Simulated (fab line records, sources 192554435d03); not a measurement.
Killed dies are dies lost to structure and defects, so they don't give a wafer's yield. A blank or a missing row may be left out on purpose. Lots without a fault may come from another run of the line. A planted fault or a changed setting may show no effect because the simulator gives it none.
Problem report in the 8D (eight disciplines) form, filled by code | flow n5_finfet | the parts of the form that need people (team, actions taken, sign-off) are left out

1. THE PROBLEM
susceptor_temp_C at N5_BEOL_M3_ALD_98 reads a mean of 97.59 C on 1 wafer of 1 lot; wafers without a fault read 100.01 C with a standard deviation of 0.12. That is -20 standard deviations from the usual mean.
The step: deposits SiO2, target thk 2.5 nm, pulse time 1 s, co reactant pulse time 1 s.
First seen on wafer L101.4, day 11 00:33, on ald_sin-04. The record holds 26 wafers of 9 lots with a number at this step. Rule for "out", or "out of limits": more than 4 standard deviations from the usual mean. The other wafers with a number count as sound.

2. WHAT IT IS AND WHAT IT IS NOT
question                    | is                | is not
which readings at this step | susceptor_temp_C  | heater_power_w, precursor_pulse_height_rel
which lots                  | L101              | L102, L104, L105, L106, L109, L987, L990, L992
which wafers of those lots  | L101.4            | L101.2, L101.6
read on which tools         | ald_sin-04        | ald_sin-01, ald_sin-03
when                        | from day 11 00:33 | up to then (13 sound wafers); but 12 sound wafers of L104, L105, L106, L109 came after

3. SUSPECTS, AND WHAT RULES EACH OUT
Counting: a tool at a process step up to the reading stays a suspect if it ran every lot that is out. Sound lots after the first of them don't rule it out here, since some wafers of a struck lot are sound.
- rie_diel-02 at N5_BEOL_M3_ETCH_63 (etches SiARC in CF4, target depth 15.6 nm, time 26 s): kept. It ran the lot that is out, L101 (day 10 23:27); its last sound lot up to then is L102 (day 10 23:07).
- rie_diel-02 at N5_BEOL_M3_ETCH_77 (etches underlayer in N2/H2, target depth 6.5 nm, time 5.2 s): kept. It ran the lot that is out, L101 (day 11 00:27); its last sound lot up to then is L102 (day 11 00:11).
- rie_diel-02 at N5_BEOL_M3_ETCH_69 (etches SiARC in CF4, target depth 15.6 nm, time 26 s): kept. It ran the lot that is out, L101 (day 11 00:28); its last sound lot up to then is L102 (day 11 00:12).
- ald_sin-04 at N5_BEOL_M3_ALD_98 (deposits SiO2, target thk 2.5 nm, pulse time 1 s, co reactant pulse time 1 s): kept. It ran the lot that is out, L101 (day 11 00:33); its last sound lot up to then is L987 (day 7 04:22). Its own readings are out on those wafers: susceptor_temp_C.
- Within rie_diel-02 at N5_BEOL_M3_ETCH_63: the wafers that are out ran in chamber 3; their sound lot-mates ran in chambers 0, 1.
- Within ald_sin-04 at N5_BEOL_M3_ALD_98: the wafers that are out ran in chamber 3; their sound lot-mates ran in chamber 1.
Left after counting: rie_diel-02 at N5_BEOL_M3_ETCH_63, rie_diel-02 at N5_BEOL_M3_ETCH_77, rie_diel-02 at N5_BEOL_M3_ETCH_69, ald_sin-04 at N5_BEOL_M3_ALD_98.

4. THE CAUSE (what the simulator had put in)
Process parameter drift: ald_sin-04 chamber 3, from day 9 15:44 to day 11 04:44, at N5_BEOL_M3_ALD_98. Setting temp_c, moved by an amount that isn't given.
Counting left 4 suspects, and this tool is among them.

5. THE CHAIN OF EFFECTS, in route order
Each row: a reading whose mean over the struck wafers that have a number lies more than 3 standard deviations from the usual. Only readings for which the record gives a usual standard deviation are gone through. hours: the time from each lot's start at the first step in this table that gives one to its start at this step, as a median over the lots. sigmas: the change in usual standard deviations.
hours | step              | reading          | usual    | on struck wafers | change | sigmas
0     | N5_BEOL_M3_ALD_98 | susceptor_temp_C | 100.01 C | 97.59            | -2.42  | -20
The process steps in it:
- N5_BEOL_M3_ALD_98: deposits SiO2, target thk 2.5 nm, pulse time 1 s, co reactant pulse time 1 s.
Later measuring or inspecting steps at which every struck wafer that the step has a row for has a number for every such reading, and none has moved that far: N5_BEOL_M4_RC_MEAS_101.

6. WHAT WOULD HAVE CAUGHT IT SOONER
In this record the first reading out of limits was taken at day 11 00:33, 33 hours after the fault began at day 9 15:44.
